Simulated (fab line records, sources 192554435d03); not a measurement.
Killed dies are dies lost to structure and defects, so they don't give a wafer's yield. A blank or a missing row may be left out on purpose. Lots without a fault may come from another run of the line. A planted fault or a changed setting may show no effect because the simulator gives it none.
One fault seen from 3 desks | flow n5_finfet | each desk has only its own numbers; what lay behind them comes last

THE TOOL OWNER'S DESK: rie_diel-06
The tool's own readings at N5_MOL_CONTACT_COAG_ETCH_91 (etches SOC in N2/H2, target depth 60 nm, overetch 21 nm, time 101.2 s): means of the sampled wafers that have a number, for each lot that ran on this tool. A lot is out of limits, marked OUT, if its mean lies more than 4 standard deviations from the usual mean; the brackets give that distance.
Columns: A = drypump_motor_current_A at N5_MOL_CONTACT_COAG_ETCH_91, usual 5.8 A; B = h2_flow_sccm at N5_MOL_CONTACT_COAG_ETCH_91, usual 200.0 sccm; C = oes_product_au at N5_MOL_CONTACT_COAG_ETCH_91, usual 0.66 a.u.; D = rf_vpp_V at N5_MOL_CONTACT_COAG_ETCH_91, usual 525.3 V; E = showerhead_plenum_p_Torr at N5_MOL_CONTACT_COAG_ETCH_91, usual 2.59 Torr; F = throttle_valve_pct at N5_MOL_CONTACT_COAG_ETCH_91, usual 17.74 %
lot  | first seen here | A   | B     | C    | D     | E    | F
L575 | day 5 20:05     | 5.8 | 199.7 | 0.59 | 523.1 | 2.51 | 17.93
L574 | day 6 01:55     | 5.8 | 200.0 | 0.59 | 523.1 | 2.51 | 17.92
L582 | day 7 18:01     | 6.1 | 200.3 | 0.62 | 524.5 | 2.55 | 18.00
L584 | day 8 09:35     | 6.2 | 199.3 | 0.62 | 524.9 | 2.58 | 17.90
This desk's finding: nothing out of limits on any of the 4 lots.

THE DEFECT DESK
What the inspections along the route counted, lot by lot: means of the sampled wafers that have a number. A lot is out of limits, marked OUT, if its mean lies more than 4 standard deviations from the usual mean; the brackets give that distance.
Columns: A = raw_defect_count at N5_PASSIVATION_INSPECT_57, usual 1.8
lot  | first seen here | A
L574 | day 13 15:21    | 1.0
L576 | day 13 18:55    | 1.7
L575 | day 13 21:53    | 2.7
L579 | day 14 19:13    | 0.3
L582 | day 14 22:13    | 3.3
L584 | day 16 06:11    | 3.0
L588 | day 17 02:01    | 2.3
L586 | day 17 02:48    | 2.3
L594 | day 18 17:52    | 2.5
L595 | day 18 22:19    | 1.0
This desk's finding: nothing out of limits on any of the 10 lots.

THE METROLOGY DESK
What the gauges read, lot by lot, whatever tool the lot ran on: means of the sampled wafers that have a number. A lot is out of limits, marked OUT, if its mean lies more than 4 standard deviations from the usual mean; the brackets give that distance. Of its 10 readings 7 are shown: those that lie furthest out on some lot.
Columns: A = DIBL_N at N5_BEOL_M4_RC_MEAS_101, usual 35.7 mV/V; B = DIBL_P at N5_BEOL_M4_RC_MEAS_101, usual 35.7 mV/V; C = IOFF_N at N5_BEOL_M4_RC_MEAS_101, usual 0.155 nA/um; D = IOFF_P at N5_BEOL_M4_RC_MEAS_101, usual 0.20 nA/um; E = SS_N at N5_BEOL_M4_RC_MEAS_101, usual 71.3 mV/dec; F = VT_N at N5_BEOL_M4_RC_MEAS_101, usual 250 mV; G = VT_P at N5_BEOL_M4_RC_MEAS_101, usual -251 mV
lot  | first seen here | A    | B    | C     | D    | E    | F   | G
L574 | day 9 02:08     | 34.6 | 34.8 | 0.156 | 0.21 | 71.2 | 248 | -249
L575 | day 9 03:11     | 35.4 | 33.9 | 0.139 | 0.20 | 71.4 | 252 | -251
L576 | day 9 07:03     | 36.2 | 34.0 | 0.162 | 0.20 | 72.1 | 249 | -252
L579 | day 10 01:29    | 32.9 | 32.3 | 0.104 | 0.14 | 70.8 | 256 | -256
L582 | day 10 16:27    | 36.3 | 37.0 | 0.156 | 0.19 | 71.4 | 249 | -254
L584 | day 11 12:53    | 35.0 | 35.3 | 0.161 | 0.22 | 71.1 | 248 | -248
L586 | day 12 03:38    | 35.3 | 35.7 | 0.149 | 0.19 | 70.6 | 250 | -251
L588 | day 12 13:44    | 37.1 | 36.7 | 0.166 | 0.22 | 72.3 | 247 | -247
L594 | day 14 00:10    | 36.7 | 38.7 | 0.167 | 0.21 | 71.1 | 248 | -252
L595 | day 14 08:04    | 36.5 | 38.2 | 0.174 | 0.21 | 72.1 | 247 | -251
This desk's finding: nothing out of limits on any of the 10 lots.

PUT TOGETHER
The tool owner's desk saw nothing out of limits.
The defect desk saw nothing out of limits.
The metrology desk saw nothing out of limits.

WHAT THE SIMULATOR HAD PUT IN
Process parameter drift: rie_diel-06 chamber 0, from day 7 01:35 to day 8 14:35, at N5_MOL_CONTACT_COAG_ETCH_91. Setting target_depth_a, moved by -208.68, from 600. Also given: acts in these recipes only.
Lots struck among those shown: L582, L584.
